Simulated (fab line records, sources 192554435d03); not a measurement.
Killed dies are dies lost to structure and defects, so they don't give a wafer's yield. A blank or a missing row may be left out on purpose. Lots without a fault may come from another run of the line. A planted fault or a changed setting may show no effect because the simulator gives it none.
Chamber matching | flow n5_finfet | N5_BEOL_M8_ILD_DEP_00 on pecvd-02: 3 sister chambers
The step deposits SiCOH lowk from DEMS/porogen, target thk 179.75 nm, time 33.4 s. 6 wafers are shown with their chamber, then 11 later ones without.

WAFERS WITH THEIR CHAMBER
wafer  | chamber | throttle_valve_pct (%) | heater_power_w (W)
L083.3 | 0       | 14.7                   | 285
L085.5 | 1       | 14.2                   | 425
L085.6 | 0       | 14.9                   | 292
L093.4 | 1       | 14.6                   | 453
L093.6 | 2       | 13.3                   | 436
L092.1 | 2       | 13.4                   | 355

WAFERS WITHOUT THEIR CHAMBER
wafer  | throttle_valve_pct (%) | heater_power_w (W)
L092.2 | 14.3                   | 424
L092.3 | 14.9                   | 292
L094.3 | 14.2                   | 439
L094.5 | 14.4                   | 430
L094.6 | 15.0                   | 259
L097.1 | 13.2                   | 417
L097.3 | 14.9                   | 269
L097.6 | 13.5                   | 420
L096.1 | 13.1                   | 396
L096.4 | 14.3                   | 446
L096.5 | 13.3                   | 394

WHICH CHAMBER EACH WENT THROUGH
wafer  | from the rows above | in truth
L092.2 | 1                   | 1
L092.3 | 0                   | 0
L094.3 | 1                   | 1
L094.5 | 1                   | 1
L094.6 | 0                   | 0
L097.1 | 2                   | 2
L097.3 | 0                   | 0
L097.6 | 2                   | 2
L096.1 | 2                   | 2
L096.4 | 1                   | 1
L096.5 | 2                   | 2
Placed correctly: 11 of 11. Can't be placed from these rows: 0. Placed wrongly: 0.
How it was worked out, from the rows above alone: a wafer's distance from a chamber is the root of the sum, over the readings, of the square of ((its reading less the chamber's mean) divided by the reading's scatter). The wafer belongs to the nearest chamber; if the next one is less than 2 further off, it can't be placed. A chamber's mean is the mean of its shown wafers. The scatter: the root of (the sum of the squares of (reading less its chamber's mean) over the shown wafers, divided by (wafers less chambers)).
